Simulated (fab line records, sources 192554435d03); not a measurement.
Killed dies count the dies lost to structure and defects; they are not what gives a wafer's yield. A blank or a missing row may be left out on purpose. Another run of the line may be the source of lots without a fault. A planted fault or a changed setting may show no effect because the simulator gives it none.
Chamber matching || flow n5Finfet || N5_FIN_SAQP_PECVD_47 on pecvd-01: 3 sister chambers
The step deposits a-Si from SiH4/He, target thk 45 nm, time 36.3 s. 18 wafers are shown with their chamber, then 9 later ones without.

## WAFERS PAIRED WITH THEIR CHAMBERS
{"wafer": "L076.1", "chamber": 0, "showerheadPlenumPTorr (Torr)": 5.57, "throttleValvePct (%)": 18.9, "heaterPowerW (W)": 924}
{"wafer": "L076.4", "chamber": 1, "showerheadPlenumPTorr (Torr)": 5.71, "throttleValvePct (%)": 18.6, "heaterPowerW (W)": 1011}
{"wafer": "L076.6", "chamber": 0, "showerheadPlenumPTorr (Torr)": 5.58, "throttleValvePct (%)": 18.9, "heaterPowerW (W)": 916}
{"wafer": "L078.2", "chamber": 0, "showerheadPlenumPTorr (Torr)": 5.58, "throttleValvePct (%)": 18.9, "heaterPowerW (W)": 932}
{"wafer": "L078.4", "chamber": 2, "showerheadPlenumPTorr (Torr)": 5.57, "throttleValvePct (%)": 17.4, "heaterPowerW (W)": 842}
{"wafer": "L078.6", "chamber": 0, "showerheadPlenumPTorr (Torr)": 5.57, "throttleValvePct (%)": 19.1, "heaterPowerW (W)": 912}
{"wafer": "L080.2", "chamber": 0, "showerheadPlenumPTorr (Torr)": 5.59, "throttleValvePct (%)": 19.3, "heaterPowerW (W)": 824}
{"wafer": "L080.3", "chamber": 1, "showerheadPlenumPTorr (Torr)": 5.74, "throttleValvePct (%)": 18.5, "heaterPowerW (W)": 854}
{"wafer": "L080.5", "chamber": 1, "showerheadPlenumPTorr (Torr)": 5.72, "throttleValvePct (%)": 18.5, "heaterPowerW (W)": 845}
{"wafer": "L081.1", "chamber": 1, "showerheadPlenumPTorr (Torr)": 5.73, "throttleValvePct (%)": 18.7, "heaterPowerW (W)": 942}
{"wafer": "L081.2", "chamber": 0, "showerheadPlenumPTorr (Torr)": 5.58, "throttleValvePct (%)": 19.0, "heaterPowerW (W)": 873}
{"wafer": "L081.5", "chamber": 0, "showerheadPlenumPTorr (Torr)": 5.59, "throttleValvePct (%)": 19.2, "heaterPowerW (W)": 866}
{"wafer": "L086.3", "chamber": 0, "showerheadPlenumPTorr (Torr)": 5.58, "throttleValvePct (%)": 19.1, "heaterPowerW (W)": 948}
{"wafer": "L086.4", "chamber": 1, "showerheadPlenumPTorr (Torr)": 5.74, "throttleValvePct (%)": 18.8, "heaterPowerW (W)": 898}
{"wafer": "L086.5", "chamber": 0, "showerheadPlenumPTorr (Torr)": 5.58, "throttleValvePct (%)": 19.1, "heaterPowerW (W)": 917}
{"wafer": "L091.1", "chamber": 1, "showerheadPlenumPTorr (Torr)": 5.72, "throttleValvePct (%)": 18.5, "heaterPowerW (W)": 922}
{"wafer": "L091.2", "chamber": 2, "showerheadPlenumPTorr (Torr)": 5.57, "throttleValvePct (%)": 17.3, "heaterPowerW (W)": 939}
{"wafer": "L091.4", "chamber": 2, "showerheadPlenumPTorr (Torr)": 5.57, "throttleValvePct (%)": 17.1, "heaterPowerW (W)": 930}

SIGNATURES (means of the wafers above)
{"reading": "showerheadPlenumPTorr", "chamber 0": 5.5800, "chamber 1": 5.7267, "chamber 2": 5.5700, "scatter within a chamber": 0.00869}
{"reading": "throttleValvePct", "chamber 0": 19.056, "chamber 1": 18.600, "chamber 2": 17.267, "scatter within a chamber": 0.139}
{"reading": "heaterPowerW", "chamber 0": 901.33, "chamber 1": 912.00, "chamber 2": 903.67, "scatter within a chamber": 49.6}
Rule: a wafer's distance from a chamber is the root of the sum, over the readings, of the square of ((its reading less the chamber's mean) divided by the reading's scatter). If the next closest chamber is less than 2 further off than the closest, the wafer can't be placed; otherwise it belongs to the closest. The scatter is the square root of a quotient: the sum, over the shown wafers, of each reading's squared deviation from its chamber's mean, divided by wafers minus chambers.

## WAFERS WITH NO CHAMBER GIVEN
{"wafer": "L092.1", "showerheadPlenumPTorr (Torr)": 5.58, "throttleValvePct (%)": 17.2, "heaterPowerW (W)": 957}
{"wafer": "L092.4", "showerheadPlenumPTorr (Torr)": 5.72, "throttleValvePct (%)": 18.4, "heaterPowerW (W)": 928}
{"wafer": "L092.6", "showerheadPlenumPTorr (Torr)": 5.58, "throttleValvePct (%)": 17.0, "heaterPowerW (W)": 928}
{"wafer": "L093.1", "showerheadPlenumPTorr (Torr)": 5.72, "throttleValvePct (%)": 18.5, "heaterPowerW (W)": 907}
{"wafer": "L093.5", "showerheadPlenumPTorr (Torr)": 5.57, "throttleValvePct (%)": 17.0, "heaterPowerW (W)": 877}
{"wafer": "L093.6", "showerheadPlenumPTorr (Torr)": 5.58, "throttleValvePct (%)": 19.2, "heaterPowerW (W)": 805}
{"wafer": "L096.2", "showerheadPlenumPTorr (Torr)": 5.57, "throttleValvePct (%)": 17.0, "heaterPowerW (W)": 813}
{"wafer": "L096.3", "showerheadPlenumPTorr (Torr)": 5.58, "throttleValvePct (%)": 19.1, "heaterPowerW (W)": 903}
{"wafer": "L096.4", "showerheadPlenumPTorr (Torr)": 5.74, "throttleValvePct (%)": 18.4, "heaterPowerW (W)": 893}

## CHAMBER TAKEN BY EACH
{"wafer": "L092.1", "from the rows above": 2, "in truth": 2}
{"wafer": "L092.4", "from the rows above": 1, "in truth": 1}
{"wafer": "L092.6", "from the rows above": 2, "in truth": 2}
{"wafer": "L093.1", "from the rows above": 1, "in truth": 1}
{"wafer": "L093.5", "from the rows above": 2, "in truth": 2}
{"wafer": "L093.6", "from the rows above": 0, "in truth": 0}
{"wafer": "L096.2", "from the rows above": 2, "in truth": 2}
{"wafer": "L096.3", "from the rows above": 0, "in truth": 0}
{"wafer": "L096.4", "from the rows above": 1, "in truth": 1}
Correct placement for 9 of the 9. From these rows, 0 cannot be placed. Placed wrongly: 0.
